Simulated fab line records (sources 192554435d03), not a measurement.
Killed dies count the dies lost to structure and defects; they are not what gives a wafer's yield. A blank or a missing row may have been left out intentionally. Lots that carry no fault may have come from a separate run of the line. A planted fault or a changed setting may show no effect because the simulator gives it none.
fab line records -- flow n5Finfet
record: lots: 5, wafers: 15, lastDay: 18
route steps=1938 shown SD_EPI_N@267 BEOL_M4@1111 PASSIVATION@1936
lots untouched by any fault: they come from a run of this same line in which no faults occurred
startH: hours from the record's opening day to when the first of the lot's shown wafers began -- waitH: hours from the lot's prior step to this one -- " same as the row above -- L1.1+2: one row covering several wafers at once -- - no value present, or no start provided -- * or withheld: withheld -- < > ~ a bound
route shown NAME@n: NAME is a module with steps in the file, n the number in the route of the first one -- usual: the fault-free wafers' mean and standard deviation -- same: alike in all rows -- chamber/n: place in a boat -- sites: the reading at each site -- _std_site: their standard deviation -- _edge_site: mean of outer sites minus mean of inner sites -- radiusMm: how far each site lies from the wafer's centre -- mask NAME#n: copy n -- behind: the most recent tool/chamber to have shaped the wafer -- hold: what put the lot on hold/how long, in hours/how the hold closed -- device: the transistor (n, p or np) that didn't switch -- end of line: tests of these same wafers at the route's end -- a step with no rows: only its recipe -- killed: dies that structure and defects cost at the first sort, which is not the same as the wafer's yield -- map: the dies of a wafer, with x for killed, . for not killed, _ for no die there
set.NAME: the run value of the setting; set.NAME@STEP: its run value at that earlier step -- model.NAME: the simulator's own value behind a step, which no gauge read
a table for each step, a row for each wafer; lots at some steps of the route
services: from which hour (startH, from the record's first day; less than 0 if before it) a tool's chamber was out of use, for how many hours, and why
== steps ==
step: N5_SD_EPI_N_EXPOSE_06
recipe: maskId: SD_N_BLK, na: 1.35, sourceShape: conventional, sigmaOuter: 0.8, polarization: unpolarized, targetCdNm: 120, doseMj: 39.75
step: N5_SD_EPI_N_PEB_07
recipe: pebTempC: 110, pebTimeS: 60, resist: CAR-ArF-block
step: N5_SD_EPI_N_DEVELOP_08
recipe: developTimeS: 30, developer: TMAH, resist: CAR-ArF-block, devTempC: 23, rinseLiquid: diw, dry: airSpin
step: N5_SD_EPI_N_CD_MEAS_09
recipe: targetCdNm: 120, landingEnergyEv: 500, detector: seInlens
usual: cdNm: 120.2/0.48
lot.wafer,tool,chamber,startH,waitH,cdNm
L611.1,cdSem-02,0,68.59,-,120.5
L611.4,cdSem-02,0,68.59,-,120.6
L611.5,cdSem-02,0,68.59,-,119.9
L612.1,cdSem-01,0,72.40,-,120.2
L612.3,cdSem-01,0,72.40,-,119.8
L612.4,cdSem-01,0,72.40,-,120.7
L617.2,cdSem-02,0,107.47,-,120.2
L617.4,cdSem-02,0,107.47,-,119.9
L617.6,cdSem-02,0,107.47,-,120.3
L627.1,cdSem-03,0,161.39,-,121.0
L627.2,cdSem-03,0,161.39,-,119.8
L627.4,cdSem-03,0,161.39,-,120.3
L628.3,cdSem-03,0,169.47,-,120.7
L628.5,cdSem-03,0,169.47,-,120.0
L628.6,cdSem-03,0,169.47,-,121.0
step: N5_SD_EPI_N_OVL_MEAS_10
recipe: pointsPerWafer: 44
usual: SD_N_BLK_OVL: -0.5/0.71
same: pointsPerWafer: 44
lot.wafer,tool,chamber,startH,waitH,SD_N_BLK_OVL[nm]
L611.1,overlay-01,0,68.65,0.1,-0.6
L611.4,overlay-01,0,68.65,0.1,-0.3
L611.5,overlay-01,0,68.65,0.1,-1.1
L612.1,overlay-01,0,72.43,0.0,-0.8
L612.3,overlay-01,0,72.43,0.0,0.0
L612.4,overlay-01,0,72.43,0.0,-0.8
L617.2,overlay-02,0,107.50,0.0,-0.5
L617.4,overlay-02,0,107.50,0.0,-1.1
L617.6,overlay-02,0,107.50,0.0,-0.2
L627.1,overlay-02,0,161.42,0.0,0.6
L627.2,overlay-02,0,161.42,0.0,-0.7
L627.4,overlay-02,0,161.42,0.0,-0.5
L628.3,overlay-02,0,169.50,0.0,-0.9
L628.5,overlay-02,0,169.50,0.0,-1.4
L628.6,overlay-02,0,169.50,0.0,-1.1
step: N5_SD_EPI_N_INSPECT_11
recipe: mode: adi, inspectInstrument: macro
usual: rawDefectCount: 2.1/1.5
lot.wafer,tool,chamber,startH,waitH,rawDefectCount
L611.1,defectInspect-02,-,68.67,0.0,0
L611.4,defectInspect-02,-,68.67,0.0,3
L611.5,defectInspect-02,-,68.67,0.0,2
L612.1,defectInspect-02,-,72.45,0.0,1
L612.3,defectInspect-02,-,72.45,0.0,0
L612.4,defectInspect-02,-,72.45,0.0,1
L617.2,defectInspect-02,-,107.52,0.0,5
L617.4,defectInspect-02,-,107.52,0.0,2
L617.6,defectInspect-02,-,107.52,0.0,3
L627.1,defectInspect-01,-,161.45,0.0,2
L627.2,defectInspect-01,-,161.45,0.0,2
L627.4,defectInspect-01,-,161.45,0.0,3
L628.3,defectInspect-02,-,169.53,0.0,3
L628.5,defectInspect-02,-,169.53,0.0,2
L628.6,defectInspect-02,-,169.53,0.0,0
step: N5_SD_EPI_N_DESCUM_14
recipe: chemistry: O2, timeS: 7.9, sourcePowerW: 50, biasPowerW: 20, pressureMtorr: 20, rfFrequencyHz: 2.712e+07, tempC: 40, resist: CAR-ArF-block, o2FlowSccm: 225
usual: drypumpMotorCurrentA: 5.9/0.37, oesProductAu: 0.80/0.086, rfVppV: 243.5/1.7, showerheadPlenumPTorr: 2.12/0.099, tempC: 40.00/0.1, throttleValvePct: 20.33/0.16
lot.wafer,tool,chamber,startH,waitH,drypumpMotorCurrentA,oesProductAu,rfHoursCounterH,rfVppV,showerheadPlenumPTorr,tempC,throttleValvePct
L611.1,rieDiel-02,2,68.71,0.0,6.4,0.69,210,243.0,2.07,39.97,20.52
L611.4,rieDiel-02,1,68.71,0.0,5.5,0.85,-,244.0,2.21,40.07,20.27
L611.5,rieDiel-02,2,68.71,0.0,6.4,0.69,-,243.9,2.06,39.98,20.51
L612.1,rieDiel-02,1,72.49,0.0,5.5,0.86,46,244.9,2.21,40.03,20.28
L612.3,rieDiel-02,0,72.49,0.0,5.3,0.97,1,245.8,2.23,40.16,20.11
L612.4,rieDiel-02,2,72.49,0.0,6.4,0.69,212,242.4,2.06,40.19,20.52
L617.2,rieDiel-02,3,107.93,0.4,5.9,0.74,163,243.9,2.17,40.24,20.18
L617.4,rieDiel-02,1,107.93,0.4,5.5,0.84,57,244.1,2.21,40.07,20.29
L617.6,rieDiel-02,1,107.93,0.4,5.4,0.84,-,242.7,2.21,40.10,20.29
L627.1,rieDiel-05,3,161.48,0.0,6.3,0.70,232,244.7,2.16,39.79,20.64
L627.2,rieDiel-05,0,161.48,0.0,5.5,0.75,159,246.3,2.18,39.94,20.23
L627.4,rieDiel-05,2,161.48,0.0,5.8,0.93,7,246.4,2.24,40.09,20.26
L628.3,rieDiel-04,2,169.56,0.0,6.1,0.87,52,242.3,2.03,40.10,20.49
L628.5,rieDiel-04,3,169.56,0.0,6.0,0.74,-,241.3,2.08,39.84,20.34
L628.6,rieDiel-04,2,169.56,0.0,6.1,0.87,-,240.6,2.03,39.71,20.51
step: N5_SD_EPI_N_ETCH_34
recipe: chemistry: CF4, target: SiARC, targetDepthA: 455, maskMaterial: CAR-ArF-block, timeS: 75.8, ionEnergyEv: 80, pressureMtorr: 40, sourceW: 545, biasW: 36, Ar_flow_sccm: 100, cf4FlowSccm: 100, ends: cleared
usual: drypumpMotorCurrentA: 5.9/0.37, etchRfOnTimeS: 75.4/0.97, oesProductAu: 0.69/0.072, rfVppV: 184.5/1.4, showerheadPlenumPTorr: 2.17/0.093, throttleValvePct: 15.53/0.18
lot.wafer,tool,chamber,startH,waitH,drypumpMotorCurrentA,etchRfOnTimeS,oesProductAu,rfHoursCounterH,rfVppV,showerheadPlenumPTorr,throttleValvePct
L611.1,rieDiel-02,2,68.74,0.0,6.4,75.5,0.59,210,184.3,2.12,15.75
L611.4,rieDiel-02,1,68.74,0.0,5.5,75.4,0.73,-,185.6,2.27,15.48
L611.5,rieDiel-02,2,68.74,0.0,6.4,75.0,0.59,-,183.5,2.12,15.75
L612.1,rieDiel-02,1,72.52,0.0,5.5,75.9,0.74,46,186.2,2.27,15.47
L612.3,rieDiel-02,0,72.52,0.0,5.3,74.2,0.81,1,186.6,2.27,15.20
L612.4,rieDiel-02,2,72.52,0.0,6.4,75.5,0.59,212,184.1,2.12,15.74
L617.2,rieDiel-02,3,107.97,0.0,5.9,76.9,0.64,163,186.7,2.22,15.41
L617.4,rieDiel-02,1,107.97,0.0,5.4,76.4,0.72,57,185.3,2.27,15.51
L617.6,rieDiel-02,1,107.97,0.0,5.4,75.4,0.72,-,185.3,2.27,15.51
L627.1,rieDiel-05,3,161.51,0.0,6.3,75.6,0.60,232,184.6,2.20,15.83
L627.2,rieDiel-05,0,161.51,0.0,5.6,76.1,0.65,159,185.2,2.22,15.44
L627.4,rieDiel-05,2,161.51,0.0,5.8,76.5,0.79,7,188.2,2.28,15.43
L628.3,rieDiel-04,2,169.59,0.0,6.1,74.2,0.75,52,184.0,2.10,15.74
L628.5,rieDiel-04,3,169.59,0.0,5.9,73.8,0.63,-,183.1,2.12,15.53
L628.6,rieDiel-04,2,169.59,0.0,6.1,74.4,0.76,-,184.0,2.10,15.72
step: N5_SD_EPI_N_ETCH_35
recipe: chemistry: N2/H2, target: SOC, overetchA: 1080, maskMaterial: SiARC, tempC: 40, ionEnergyEv: 100, sourceW: 3000, biasW: 133, pressureMtorr: 20, timeS: 486, n2FlowSccm: 200, h2FlowSccm: 200
usual: drypumpMotorCurrentA: 5.9/0.37, oesProductAu: 0.72/0.072, rfVppV: 241.1/1.7, showerheadPlenumPTorr: 2.57/0.12, tempC: 40.01/0.12, throttleValvePct: 23.77/0.22
lot.wafer,tool,chamber,startH,waitH,drypumpMotorCurrentA,oesProductAu,rfHoursCounterH,rfVppV,showerheadPlenumPTorr,tempC,throttleValvePct
L611.1,rieDiel-02,2,68.80,0.0,6.4,0.62,211,239.6,2.52,40.09,24.12
L611.4,rieDiel-02,1,68.80,0.0,5.5,0.77,-,242.9,2.69,40.28,23.60
L611.5,rieDiel-02,2,68.80,0.0,6.4,0.62,-,239.4,2.52,40.03,24.14
L612.1,rieDiel-02,1,72.58,0.0,5.5,0.77,46,242.6,2.69,39.93,23.62
L612.3,rieDiel-02,0,72.58,0.0,5.3,0.85,1,241.8,2.71,39.77,23.57
L612.4,rieDiel-02,2,72.58,0.0,6.4,0.62,212,240.0,2.52,40.02,24.13
L617.2,rieDiel-02,3,108.03,0.0,5.9,0.68,163,243.7,2.64,39.93,23.74
L617.4,rieDiel-02,1,108.03,0.0,5.5,0.75,57,242.4,2.68,39.97,23.62
L617.6,rieDiel-02,1,108.03,0.0,5.5,0.76,-,242.7,2.68,40.15,23.60
L627.1,rieDiel-05,3,161.57,0.0,6.3,0.63,232,240.9,2.62,39.95,24.15
L627.2,rieDiel-05,0,161.57,0.0,5.6,0.69,159,241.5,2.64,39.98,23.54
L627.4,rieDiel-05,2,161.57,0.0,5.8,0.84,7,242.7,2.71,39.81,23.59
L628.3,rieDiel-04,2,169.65,0.0,6.1,0.77,52,240.3,2.47,39.89,24.02
L628.5,rieDiel-04,3,169.65,0.0,6.0,0.65,-,239.9,2.52,39.93,23.74
L628.6,rieDiel-04,2,169.65,0.0,6.1,0.78,-,239.2,2.47,40.08,23.99
step: N5_SD_EPI_N_STRIP_36
recipe: chemistry: N2/H2, tempC: 40, n2FlowSccm: 200, h2FlowSccm: 200, rfFrequencyHz: 6e+07
step: N5_SD_EPI_N_ETCHBACK_44
recipe: chemistry: CH3F/O2, mode: anisotropicEtchback, target: SiNx, targetDepthA: 145, stopOn: SiO2, overEtchFrac: 0.3, ionEnergyEv: 120, pressureMtorr: 30, sourceW: 395, biasW: 73, Ar_flow_sccm: 150, CH3F_flow_sccm: 30, O2_flow_sccm: 20
usual: drypumpMotorCurrentA: 5.9/0.37, oesProductAu: 0.68/0.069, rfVppV: 298.3/2.4, showerheadPlenumPTorr: 2.03/0.092, throttleValvePct: 16.25/0.18
lot.wafer,tool,chamber,startH,waitH,drypumpMotorCurrentA,oesProductAu,rfHoursCounterH,rfVppV,showerheadPlenumPTorr,throttleValvePct
L611.1,rieDiel-02,2,69.12,0.0,6.4,0.60,211,300.8,1.97,16.47
L611.4,rieDiel-02,1,69.12,0.0,5.4,0.75,-,302.8,2.13,16.22
L611.5,rieDiel-02,2,69.12,0.0,6.4,0.59,-,301.0,1.97,16.46
L612.1,rieDiel-02,1,72.90,0.0,5.5,0.73,46,301.4,2.13,16.22
L612.3,rieDiel-02,0,72.90,0.0,5.3,0.82,1,297.7,2.13,15.96
L612.4,rieDiel-02,2,72.90,0.0,6.4,0.60,212,299.8,1.97,16.47
L617.2,rieDiel-02,3,108.35,0.0,5.9,0.64,163,297.1,2.07,16.12
L617.4,rieDiel-02,1,108.35,0.0,5.5,0.72,57,300.6,2.12,16.24
L617.6,rieDiel-02,1,108.35,0.0,5.5,0.73,-,303.0,2.12,16.25
L627.1,rieDiel-05,3,161.90,0.0,6.3,0.60,233,297.5,2.06,16.57
L627.2,rieDiel-05,0,161.90,0.0,5.6,0.65,159,301.7,2.08,16.18
L627.4,rieDiel-05,2,161.90,0.0,5.8,0.80,7,301.9,2.14,16.17
L628.3,rieDiel-04,2,169.97,0.0,6.0,0.74,53,298.3,1.95,16.45
L628.5,rieDiel-04,3,169.97,0.0,6.0,0.63,-,298.6,1.98,16.25
L628.6,rieDiel-04,2,169.97,0.0,6.0,0.74,-,296.7,1.95,16.44
step: N5_SD_EPI_N_ETCH_45
recipe: chemistry: CH3F/O2, target: SiOCN, targetDepthA: 60, maskMaterial: SOC, ionEnergyEv: 60, biasW: 29, pressureMtorr: 15, sourceW: 410, Ar_flow_sccm: 150, CH3F_flow_sccm: 30, O2_flow_sccm: 20
usual: drypumpMotorCurrentA: 5.9/0.37, oesProductAu: 0.80/0.084, rfVppV: 127.6/1, showerheadPlenumPTorr: 2.02/0.092, throttleValvePct: 23.22/0.19
lot.wafer,tool,chamber,startH,waitH,drypumpMotorCurrentA,oesProductAu,rfHoursCounterH,rfVppV,showerheadPlenumPTorr,throttleValvePct
L611.1,rieDiel-02,2,69.22,0.1,6.4,0.69,211,126.8,1.97,23.40
L611.4,rieDiel-02,1,69.22,0.1,5.5,0.86,-,128.9,2.12,23.28
L611.5,rieDiel-02,2,69.22,0.1,6.4,0.70,-,126.4,1.97,23.41
L612.1,rieDiel-02,1,73.00,0.1,5.5,0.85,46,129.4,2.12,23.27
L612.3,rieDiel-02,0,73.00,0.1,5.3,0.96,1,128.8,2.13,23.04
L612.4,rieDiel-02,2,73.00,0.1,6.4,0.70,212,126.3,1.97,23.41
L617.2,rieDiel-02,3,108.45,0.1,5.9,0.75,163,128.7,2.07,23.00
L617.4,rieDiel-02,1,108.45,0.1,5.4,0.84,57,128.6,2.12,23.29
L617.6,rieDiel-02,1,108.45,0.1,5.5,0.84,-,127.5,2.12,23.30
L627.1,rieDiel-05,3,162.00,0.1,6.3,0.70,233,127.7,2.05,23.51
L627.2,rieDiel-05,0,162.00,0.1,5.5,0.75,159,128.9,2.07,23.09
L627.4,rieDiel-05,2,162.00,0.1,5.8,0.94,7,129.6,2.14,23.22
L628.3,rieDiel-04,2,170.07,0.1,6.1,0.88,53,127.1,1.94,23.48
L628.5,rieDiel-04,3,170.07,0.1,6.0,0.75,-,126.0,1.97,23.14
L628.6,rieDiel-04,2,170.07,0.1,6.1,0.87,-,126.4,1.94,23.47
step: N5_SD_EPI_N_ETCH_16
recipe: chemistry: CHF3/O2, target: SiO2, targetDepthA: 50, maskMaterial: SOC, pressureMtorr: 30, sourceW: 650, biasW: 170, Ar_flow_sccm: 200, CHF3_flow_sccm: 50, O2_flow_sccm: 5, ionEnergyEv: 200
usual: drypumpMotorCurrentA: 5.9/0.37, oesProductAu: 0.80/0.085, rfVppV: 526/3.9, showerheadPlenumPTorr: 2.44/0.11, throttleValvePct: 18.80/0.18
lot.wafer,tool,chamber,startH,waitH,drypumpMotorCurrentA,oesProductAu,rfHoursCounterH,rfVppV,showerheadPlenumPTorr,throttleValvePct,model.etch.depthNm,model.SiARC_of_SD_EPI_N_COAT_33.thkNm
L611.1,rieDiel-02,2,69.32,0.1,6.4,0.69,211,531,2.38,19.00,4.949,12
L611.4,rieDiel-02,1,69.32,0.1,5.5,0.86,-,530,2.56,18.80,4.959,12
L611.5,rieDiel-02,2,69.32,0.1,6.4,0.69,-,530,2.38,18.97,4.944,12
L612.1,rieDiel-02,1,73.10,0.1,5.5,0.86,46,531,2.56,18.81,4.969,12.4
L612.3,rieDiel-02,0,73.10,0.1,5.3,0.96,1,524,2.56,18.53,5.107,11.8
L612.4,rieDiel-02,2,73.10,0.1,6.4,0.70,212,530,2.38,18.99,5.01,12.2
L617.2,rieDiel-02,3,108.55,0.1,5.9,1.02,163,526,2.49,18.72,7.788,10.8
L617.4,rieDiel-02,1,108.55,0.1,5.5,0.83,57,530,2.55,18.84,4.929,12.6
L617.6,rieDiel-02,1,108.55,0.1,5.5,0.84,-,530,2.55,18.82,4.976,12.4
L627.1,rieDiel-05,3,162.10,0.1,6.3,0.70,233,522,2.47,19.09,4.967,12.2
L627.2,rieDiel-05,0,162.10,0.1,5.5,0.75,159,529,2.49,18.67,4.872,12.6
L627.4,rieDiel-05,2,162.10,0.1,5.8,0.92,7,530,2.57,18.76,4.976,12.2
L628.3,rieDiel-04,2,170.17,0.1,6.1,0.87,53,523,2.35,19.05,5.073,12
L628.5,rieDiel-04,3,170.17,0.1,6.0,0.73,-,527,2.38,18.78,5.044,12.2
L628.6,rieDiel-04,2,170.17,0.1,6.1,0.86,-,526,2.35,19.03,5.008,12.4
step: N5_SD_EPI_N_STRIP_47
recipe: chemistry: CHF3/O2, resist: SiARC, rfFrequencyHz: 6e+07
step: N5_BEOL_M4_RC_MEAS_101
usual: DIBL_N: 35.9/1.3, DIBL_P: 35.9/1.5, IOFF_N: 0.152/0.023, IOFF_P: 0.204/0.027, ION_N: 673/9.2, ION_P: 462/6.7, SS_N: 71.4/0.48, SS_P: 73.2/0.55, VT_N: 250.3/2.6, VT_P: -250.6/3
lot.wafer,tool,chamber,startH,waitH,DIBL_N[mV/V],DIBL_P[mV/V],IOFF_N[nA/um],IOFF_P[nA/um],ION_N[uA/um],ION_P[uA/um],SS_N[mV/dec],SS_P[mV/dec],VT_N[mV],VT_P[mV]
L611.1,prober-02,0,210.24,0.0,35.9,36.7,0.157,0.184,676,454,70.9,73.6,250.0,-255.3
L611.4,prober-02,0,210.24,0.0,35.6,36.1,0.153,0.183,677,455,71.4,73.0,249.8,-253.7
L611.5,prober-02,0,210.24,0.0,34.1,34.7,0.131,0.165,657,451,70.7,73.4,253.1,-255.4
L612.1,prober-01,0,213.05,0.0,35.6,35.9,0.123,0.171,667,460,70.5,73.1,254.2,-253.6
L612.3,prober-01,0,213.05,0.0,36.8,37.1,0.144,0.203,658,457,70.9,73.4,252.0,-251.7
L612.4,prober-01,0,213.05,0.0,35.9,36.0,0.131,0.174,670,456,70.7,73.5,253.7,-253.1
L617.2,prober-02,0,267.23,0.2,35.6,35.8,0.138,0.199,687,470,71.1,73.7,250.1,-250.5
L617.4,prober-02,0,267.23,0.2,37.2,36.9,0.154,0.220,682,464,72.3,73.6,249.0,-248.0
L617.6,prober-02,0,267.23,0.2,36.3,36.6,0.152,0.214,677,469,71.4,73.5,250.2,-247.5
L627.1,prober-01,0,305.26,0.0,35.4,35.3,0.154,0.214,675,465,71.7,73.1,248.0,-249.2
L627.2,prober-01,0,305.26,0.0,36.3,36.9,0.172,0.224,682,472,72.2,73.2,248.7,-248.2
L627.4,prober-01,0,305.26,0.0,35.1,35.6,0.152,0.211,676,466,71.2,73.2,249.4,-248.7
L628.3,prober-02,0,305.78,0.3,35.8,36.8,0.156,0.192,682,466,71.3,73.1,251.0,-251.5
L628.5,prober-02,0,305.78,0.3,36.3,36.9,0.171,0.197,675,458,71.6,73.2,247.3,-253.1
L628.6,prober-02,0,305.78,0.3,36.4,37.0,0.172,0.190,680,464,71.6,73.4,247.0,-253.9
step: N5_PASSIVATION_PROBE_49
usual: defectLimitedYield: 91.0/1.5, killed_at_M0_to_M3: 37/12, killed_at_M4_up: 13/5, killedAtContacts: 13/6.1, killedAtFrontEnd: 39/11, killedAtOther: 4/3.2, killedDies: 106/17, killedOpen: 69/12, killedShort: 35/7.9, sort_bin_5_function: 5.3/1, sort_bin_6_memory: 3.3/0.68, sortNPass: 1074/17, sortYieldPct: 91.0/1.5
same: grossDies: 1180, killedAtBackSide: 0, sort_bin_4_leakage[%]: 0, sort_bin_8_speed[%]: 0
lot.wafer,tool,chamber,startH,waitH,defectLimitedYield[%],killed_at_M0_to_M3,killed_at_M4_up,killedAtContacts,killedAtFrontEnd,killedAtOther,killedDies,killedOpen,killedShort,sort_bin_5_function[%],sort_bin_6_memory[%],sortNPass,sortYieldPct[%]
L617.2,prober-02,-,374.94,0.1,89.5,55,4,10,50,5,124,77,45,7.6,2.6,1056,89.5
L617.4,prober-02,-,375.04,0.2,90.0,44,7,17,40,10,118,75,41,5.8,3.9,1062,90.0
L617.6,prober-02,-,375.14,0.3,92.0,28,7,7,49,3,94,56,38,4.8,2.7,1086,92.0
killed by level:class
L617.2 BEOL_M3:geometricParticle:open=21 FIN_SAQP:geometricParticle:open=10 BEOL_M0_SAQP:geometricParticle:short=10 BEOL_M1:geometricParticle:open=8 STI_FIN_REVEAL:geometricParticle:open=7 FIN_SAQP:geometricParticle:short=6 MOL_CONTACT_COAG:geometricParticle:open=5 MOL_CONTACT_COAG:geometricParticle:short=5
L617.4 MOL_CONTACT_COAG:geometricParticle:open=17 BEOL_M0_SAQP:geometricParticle:open=13 BEOL_M0_SAQP:geometricParticle:short=12 STI_FIN_REVEAL:geometricParticle:open=9 FIN_SAQP:geometricParticle:open=6 PASS1_DEP:geometricParticle:short=6 GATE_CUT:geometricParticle:short=6 BEOL_M2:geometricParticle:open=6
L617.6 BEOL_M3:geometricParticle:open=10 FIN_SAQP:geometricParticle:open=8 FIN_SAQP:geometricParticle:short=7 ILD0:geometricParticle:short=6 BEOL_M1:geometricParticle:open=6 STI_FIN_REVEAL:geometricParticle:open=5 ILD0:geometricParticle:open=5 MOL_CONTACT_COAG:geometricParticle:open=5
== services ==
tool,chamber,startH,hours,kind
rieDiel-02,0,52.92,-,clean
rieDiel-02,0,52.92,-,consumableReplace:focusRing
rieDiel-02,0,52.92,-,consumableReplace:showerhead
rieDiel-02,0,52.92,17.0,scheduledDown
rieDiel-02,0,52.92,17.0,ventCycle
rieDiel-05,2,60.80,8.2,repair
rieDiel-02,-,85.35,0.4,repair
rieDiel-05,2,108.52,-,clean
rieDiel-05,2,108.52,-,consumableReplace:focusRing
rieDiel-05,2,108.52,-,consumableReplace:showerhead
rieDiel-05,2,108.52,29.3,scheduledDown
rieDiel-05,2,108.52,29.3,ventCycle
rieDiel-02,2,113.74,6.6,repair
== key ==
firstSign none at tools or gauges
modelEffect: step: N5_SD_EPI_N_ETCH_16, value: etch.depthNm, without: 4.876, struck: 7.788
metAt N5_SD_EPI_N_ETCH_16
struckWafers L617.2
fault: kind: processParameterDrift, tool: rieDiel-02, chamber: 3, onsetH: 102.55, steps: N5_SD_EPI_N_ETCH_16, channel: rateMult, offset: 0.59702, shape: step, endH: 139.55
